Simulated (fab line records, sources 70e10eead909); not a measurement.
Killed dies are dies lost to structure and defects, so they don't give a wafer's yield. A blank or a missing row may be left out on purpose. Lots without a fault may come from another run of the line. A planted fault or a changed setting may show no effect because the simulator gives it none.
Tool commonality check | flow nand_harc | 1 lot, 1 wafer sampled

WHY IT WAS OPENED
At NHARC_END_SORT_01 the reading killed_at_array is flagged on 1 of 1 lot. Wafers without a fault read 25, standard deviation 9.7.
Rule: a lot is flagged when every wafer of it that has a number lies more than 4 standard deviations from that mean, or none has a number. The other lots count as sound.

lot  | measured     | on        | killed_at_array, wafer by wafer | flag
L957 | day 25 06:53 | prober-01 | 104                             | FLAGGED
The numbers of the flagged lots are 104 on average: +79 against the usual, or +8 standard deviations.

WHICH TOOL RAN EACH LOT
The record holds 5 process steps before the reading, out of a route of 1159 steps. In each cell: the tool, then ch and the chambers that the sampled wafers went through, then the start.
lot  | flag    | NHARC_A_STAIRCASE_TRIM_235     | NHARC_A_STAIRCASE_DEP_417   | NHARC_A_STAIRCASE_STRIP_446        | NHARC_A_SGD_CUT_DEP_00      | NHARC_A_SGD_CUT_ETCH_58
L957 | FLAGGED | rie_diel-03 ch 3, day 15 18:05 | pecvd-01 ch 0, day 16 15:38 | plasma_asher-01 ch 0, day 18 07:03 | pecvd-04 ch 2, day 18 13:53 | rie_diel-05 ch 1, day 18 19:14
What these steps do:
- NHARC_A_STAIRCASE_TRIM_235: chemistry O2, time 211.2 s.
- NHARC_A_STAIRCASE_DEP_417: deposits Si3N4, target thk 60 nm.
- NHARC_A_STAIRCASE_STRIP_446: strips in O2.
- NHARC_A_SGD_CUT_DEP_00: deposits SiNx, target thk 50 nm.
- NHARC_A_SGD_CUT_ETCH_58: etches the open film in CF4, target depth 39 nm, time 65 s.
- NHARC_END_SORT_01

FLAGGED OVER TOTAL, TOOL BY TOOL (the gauges that took the reading come last)
step                        | tool            | lots run | flagged | share of the flagged lots | sound lots run after its first flagged lot
NHARC_A_STAIRCASE_TRIM_235  | rie_diel-03     | 1        | 1       | all                       | 0
NHARC_A_STAIRCASE_DEP_417   | pecvd-01        | 1        | 1       | all                       | 0
NHARC_A_STAIRCASE_STRIP_446 | plasma_asher-01 | 1        | 1       | all                       | 0
NHARC_A_SGD_CUT_DEP_00      | pecvd-04        | 1        | 1       | all                       | 0
NHARC_A_SGD_CUT_ETCH_58     | rie_diel-05     | 1        | 1       | all                       | 0
NHARC_END_SORT_01           | prober-01       | 1        | 1       | all                       | 0

WHAT THE TABLE ALLOWS
6 rows of the table ran every flagged lot: rie_diel-03 at NHARC_A_STAIRCASE_TRIM_235, pecvd-01 at NHARC_A_STAIRCASE_DEP_417, plasma_asher-01 at NHARC_A_STAIRCASE_STRIP_446, pecvd-04 at NHARC_A_SGD_CUT_DEP_00, rie_diel-05 at NHARC_A_SGD_CUT_ETCH_58, prober-01 at NHARC_END_SORT_01.
- rie_diel-03 at NHARC_A_STAIRCASE_TRIM_235: 1 of its 1 lot flagged. It ran no sound lot before its first flagged lot in this sample, so the start can't be narrowed down.
- pecvd-01 at NHARC_A_STAIRCASE_DEP_417: 1 of its 1 lot flagged. It ran no sound lot before its first flagged lot in this sample, so the start can't be narrowed down.
- plasma_asher-01 at NHARC_A_STAIRCASE_STRIP_446: 1 of its 1 lot flagged. It ran no sound lot before its first flagged lot in this sample, so the start can't be narrowed down.
- pecvd-04 at NHARC_A_SGD_CUT_DEP_00: 1 of its 1 lot flagged. It ran no sound lot before its first flagged lot in this sample, so the start can't be narrowed down.
- rie_diel-05 at NHARC_A_SGD_CUT_ETCH_58: 1 of its 1 lot flagged. It ran no sound lot before its first flagged lot in this sample, so the start can't be narrowed down.
- prober-01 at NHARC_END_SORT_01: 1 of its 1 lot flagged. It ran no sound lot before its first flagged lot in this sample, so the start can't be narrowed down.
Counting lots can't tell these 6 tools apart, because each fits a fault that began at some hour. More lots, or a look at what each step does to the wafer, might.

WHAT THE SIMULATOR HAD PUT IN
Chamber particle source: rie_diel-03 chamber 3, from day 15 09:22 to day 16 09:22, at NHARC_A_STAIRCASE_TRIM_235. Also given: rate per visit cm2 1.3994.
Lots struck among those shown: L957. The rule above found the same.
